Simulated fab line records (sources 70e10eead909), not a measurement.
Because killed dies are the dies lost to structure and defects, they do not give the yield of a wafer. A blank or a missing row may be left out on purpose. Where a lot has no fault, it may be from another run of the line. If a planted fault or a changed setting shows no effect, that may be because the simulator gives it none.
Problem report in the 8D (eight disciplines) form, filled by code || flow nand_harc || the parts of the form that need people (team, actions taken, sign-off) are left out

== 1. PROBLEM STATEMENT ==
Mean of overlay_x_nm at NHARC_A_CONTACT_OVL_MEAS_70: 23.6 nm across 6 wafers in 2 lots; on wafers with no fault it is -0.2 nm (standard deviation 0.7). That is +34 standard deviations from the usual mean.
Seen first at day 19 14:57 on overlay-01, wafer L997.1. The record holds 39 wafers of 13 lots with a number at this step. By rule, "out" or "out of limits" means more than 4 standard deviations away from the usual mean. Any other wafer with a number is counted as sound.

== 2. WHAT THIS IS AND IS NOT ==
{"question": "which readings at this step", "is": "overlay_x_nm", "is not": "overlay_y_nm"}
{"question": "which lots", "is": "L997, L998", "is not": "L100, L103, L105, L107, L984, L985, L986, L987, L988, L989, L995"}
{"question": "which wafers of those lots", "is": "all that have a number", "is not": "-"}
{"question": "read on which gauges", "is": "overlay-01", "is not": "overlay-02"}
{"question": "when", "is": "from day 19 14:57", "is not": "up to then (21 sound wafers); but 12 sound wafers of L100, L103, L105, L107 came after"}

== 3. SUSPECTS, AND WHAT RULES EACH OUT ==
Counting: a tool at any process step up to the reading remains a suspect when it ran all the lots that are out and ran no sound lot after the first of those.
- the gauge at NHARC_A_CONTACT_OVL_MEAS_70: kept. All the wafers that are out were read on overlay-01, and no step on other tools shows them out.
- arfi_scanner-02 at NHARC_A_CONTACT_EXPOSE_66 (exposes mask A CC 2): kept. It processed each lot that is out, first L997 at day 19 14:43, and no sound lot thereafter; up to then, the last sound lot it processed was L987 at day 17 18:13.
Left after counting: arfi_scanner-02 at NHARC_A_CONTACT_EXPOSE_66, overlay-01 at NHARC_A_CONTACT_OVL_MEAS_70.

== 4. THE CAUSE (what the simulator had put in) ==
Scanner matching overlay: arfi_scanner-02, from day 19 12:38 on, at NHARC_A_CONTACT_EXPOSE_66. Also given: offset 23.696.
2 suspects survive the count, and this tool is in that group.

== 5. THE CHAIN OF EFFECTS, in route order ==
Each row: a reading whose mean over the struck wafers that have a number lies more than 3 standard deviations from the usual. Only readings whose record carries a usual standard deviation are examined. hours: median over the lots of the time between each lot's start at the first step of this table that gives one and its start at this step. sigmas: the change, counted in usual standard deviations.
{"hours": 0, "step": "NHARC_A_CONTACT_OVL_MEAS_70", "reading": "overlay_x_nm", "usual": "-0.2 nm", "on struck wafers": 23.6, "change": "+23.8", "sigmas": "+34"}

== 6. HOW IT WOULD HAVE BEEN CAUGHT EARLIER ==
2 hours passed between the start of the fault at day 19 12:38 and the first reading out of limits at a measuring or inspecting step in this record, taken at day 19 14:57.
L998, from the lots that are out (2), started NHARC_A_CONTACT_EXPOSE_66 on arfi_scanner-02 later than day 19 14:57. It would have been spared by a hold on the tool at that moment.
